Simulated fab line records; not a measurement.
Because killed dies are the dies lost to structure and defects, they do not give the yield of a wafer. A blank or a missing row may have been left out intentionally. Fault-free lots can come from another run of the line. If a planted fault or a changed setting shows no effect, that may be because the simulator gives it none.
Chamber matching    flow nand-harc    ald-hk-02 running NHARC_A_WL_FILL_ALD_10: 4 sister chambers
The step deposits SiO2, target thk 50 nm, pulse time 10 s, ald cycles 500. 4 wafers are shown with their chamber, then 9 later ones without.

## WAFERS WITH THEIR CHAMBER
wafer   chamber  heater-power-w (W)
L084.3  1        469
L086.5  0        362
L089.5  2        421
L089.6  3        526

## WAFERS WITHOUT THEIR CHAMBER
wafer   heater-power-w (W)
L091.1  516
L091.3  417
L091.6  368
L093.1  540
L093.4  429
L093.6  361
L094.4  476
L094.1  369
L094.3  537

## CHAMBER TAKEN BY EACH
wafer   from the rows above  in truth
L091.1  3                    3
L091.3  2                    2
L091.6  0                    0
L093.1  3                    3
L093.4  2                    2
L093.6  0                    0
L094.4  1                    1
L094.1  0                    0
L094.3  3                    3
Correctly placed: 9 of 9. Number that these rows cannot place: 0. 0 placed wrongly.
How it was worked out, from the rows above alone: a wafer's distance from a chamber is the root of the sum, over the readings, of the square of ((its reading less the chamber's mean) divided by the reading's scatter). The wafer belongs to the nearest chamber; if the next one is less than 2 further off, it can't be placed. The mean given for a chamber averages the wafers shown for that chamber. The scatter: with one shown wafer a chamber, the root of the mean of the squares of how far each hidden wafer lies from its nearest shown one.
